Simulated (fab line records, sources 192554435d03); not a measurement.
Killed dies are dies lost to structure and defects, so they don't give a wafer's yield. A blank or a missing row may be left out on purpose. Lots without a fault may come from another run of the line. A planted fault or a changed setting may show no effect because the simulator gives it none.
Which tool did it? | flow n5_finfet | 12 lots, 36 wafers sampled, at 5 steps of a route of 1938

WHAT THE GAUGES READ, wafer by wafer
N5_BEOL_M0_INSPECT_127: inspects for defects (darkfield).
lot  | measured     | on                | raw_defect_count
L075 | day 7 06:55  | defect_inspect-01 | 57 84 58
L077 | day 7 07:41  | defect_inspect-01 | 66 58 62
L079 | day 7 09:46  | defect_inspect-01 | 69 76 39
L081 | day 7 22:43  | defect_inspect-02 | 42 44 69
L083 | day 8 07:52  | defect_inspect-01 | 73 76 58
L085 | day 9 02:26  | defect_inspect-02 | 117 125 79
L087 | day 9 11:54  | defect_inspect-02 | 53 63 53
L089 | day 9 18:32  | defect_inspect-01 | 108 65 87
L091 | day 10 07:41 | defect_inspect-01 | 70 124 93
L093 | day 10 21:19 | defect_inspect-02 | 62 88 89
L095 | day 11 14:59 | defect_inspect-01 | 177 94 119
L096 | day 12 04:25 | defect_inspect-02 | 58 54 94

WHICH TOOL RAN EACH LOT (tool, then ch and the chambers of the sampled wafers, then the start)
lot  | N5_BEOL_M0_CUTY_DESCUM_61          | N5_BEOL_M0_SPUTTER_132       | N5_BEOL_M0_ANNEAL_135        | N5_BEOL_M0_CO_CAP_123
L075 | rie_diel-05 ch 0,1,2, day 6 19:03  | pvd_sputter-01, day 7 05:37  | pvd_sputter-01, day 7 05:49  | cvd_co-02 ch 1,2, day 7 06:43
L077 | rie_diel-01 ch 0,1,2, day 6 21:31  | pvd_sputter-02, day 7 06:16  | pvd_sputter-02, day 7 06:28  | cvd_co-02 ch 0,1,2, day 7 07:30
L079 | rie_diel-01 ch 0,1,3, day 7 01:23  | pvd_sputter-01, day 7 08:26  | pvd_sputter-01, day 7 08:38  | cvd_co-01 ch 0,1, day 7 09:33
L081 | rie_diel-05 ch 0,2,3, day 7 15:43  | pvd_sputter-01, day 7 21:22  | pvd_sputter-01, day 7 21:34  | cvd_co-01 ch 0,1,2, day 7 22:30
L083 | rie_diel-05 ch 0,1, day 8 01:55    | pvd_sputter-02, day 8 06:32  | pvd_sputter-02, day 8 06:44  | cvd_co-02 ch 0,1,2, day 8 07:41
L085 | rie_diel-06 ch 1,2, day 8 18:47    | pvd_sputter-02, day 9 00:55  | pvd_sputter-02, day 9 01:07  | cvd_co-02 ch 0,2, day 9 02:14
L087 | rie_diel-01 ch 1,2,3, day 9 05:11  | pvd_sputter-02, day 9 08:55  | pvd_sputter-02, day 9 09:07  | cvd_co-01 ch 0,1,2, day 9 11:41
L089 | rie_diel-05 ch 0,1,2, day 9 10:27  | pvd_sputter-02, day 9 17:07  | pvd_sputter-02, day 9 17:19  | cvd_co-02 ch 0,1,2, day 9 18:22
L091 | rie_diel-01 ch 1,3, day 10 00:35   | pvd_sputter-02, day 10 06:23 | pvd_sputter-02, day 10 06:35 | cvd_co-02 ch 0,2, day 10 07:29
L093 | rie_diel-05 ch 1,2, day 10 13:14   | pvd_sputter-01, day 10 19:59 | pvd_sputter-01, day 10 20:11 | cvd_co-01 ch 1,2, day 10 21:07
L095 | rie_diel-06 ch 0,1,2, day 11 05:38 | pvd_sputter-02, day 11 10:29 | pvd_sputter-02, day 11 13:52 | cvd_co-01 ch 0,2, day 11 14:46
L096 | rie_diel-05 ch 0,2,3, day 11 22:04 | pvd_sputter-03, day 12 03:07 | pvd_sputter-03, day 12 03:19 | cvd_co-01 ch 0,1,2, day 12 04:13
- N5_BEOL_M0_CUTY_DESCUM_61: chemistry O2, time 7.9 s.
- N5_BEOL_M0_SPUTTER_132: material Cu, target thk 4 nm, time 7.37 s.
- N5_BEOL_M0_ANNEAL_135: time 60 s.
- N5_BEOL_M0_CO_CAP_123: material Co, precursor CCTBA/H2, target thk 2 nm, time 102.1 s.

THE ANSWER, worked out from the rows above alone
Rule: what is usual is taken from the lots themselves. Put in order of their means at a reading, lots are off if they are a third of the lots or fewer, leave a main group of 4 or more, and stand apart from it by a gap of 3 or more times the standard deviation of the main group's means; of several such gaps the widest counts. A main group whose means are all the same, to the digits that the tables above print for the reading, isn't used. A lot without any number at a reading at which 4 lots or more have one is off too. The other lots that the step has rows for count as sound.
No lot is off at any reading shown: from this, nothing can be told.

WHAT THE SIMULATOR HAD PUT IN
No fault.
